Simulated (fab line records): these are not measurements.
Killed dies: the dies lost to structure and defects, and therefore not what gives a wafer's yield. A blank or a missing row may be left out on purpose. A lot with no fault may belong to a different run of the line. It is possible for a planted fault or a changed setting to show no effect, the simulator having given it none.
Matching of chambers    flow nand_harc    4 sister chambers for NHARC_P_M0_CMP_23 on cmp-03
The step polishes, t overpolish 20 s, target thk 117.53 nm. 14 wafers are shown with their chamber, then 6 later ones without.

## EACH WAFER AND ITS CHAMBER
wafer   chamber  motor_current_A (A)  time_to_endpoint_s (s)
L994.2  3        12.2                 27.1
L994.4  0        13.8                 24.4
L994.6  3        12.9                 26.2
L997.2  0        14.6                 24.4
L997.3  1        11.6                 25.6
L997.5  3        12.2                 29.4
L998.2  0        13.8                 26.4
L998.3  1        11.5                 30.2
L998.5  0        14.3                 26.2
L100.2  2        13.1                 33.4
L100.5  1        11.4                 30.2
L100.6  0        14.5                 27.8
L106.1  0        15.5                 26.1
L106.4  2        13.5                 32.8

SIGNATURES (means of the wafers above)
reading             chamber 0  chamber 1  chamber 2  chamber 3  scatter within a chamber
motor_current_A     14.417     11.500     13.300     12.433     0.491
time_to_endpoint_s  25.883     28.667     33.100     27.567     1.68
Rule: a wafer's distance from a chamber is the root of the sum, over the readings, of the square of ((its reading less the chamber's mean) divided by the reading's scatter). The wafer belongs to the nearest chamber; if the next one is less than 2 further off, it can't be placed. The scatter is the square root of a quotient: the sum, over the shown wafers, of each reading's squared deviation from its chamber's mean, divided by wafers minus chambers.

## WAFERS MISSING THEIR CHAMBER
wafer   motor_current_A (A)  time_to_endpoint_s (s)
L113.2  11.8                 28.8
L113.3  14.3                 25.6
L113.5  11.3                 25.8
L117.2  12.3                 28.3
L117.5  12.7                 28.1
L117.6  14.3                 25.4

## WHICH CHAMBER EACH ONE RAN IN
wafer   from the rows above      in truth
L113.2  can't be placed: 1 or 3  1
L113.3  0                        0
L113.5  can't be placed: 1 or 3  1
L117.2  can't be placed: 3 or 1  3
L117.5  can't be placed: 3 or 1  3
L117.6  0                        0
2 of 6 placed correctly. From these rows, 4 cannot be placed; in 4 the true chamber is one of the candidates. Placed wrongly: 0.
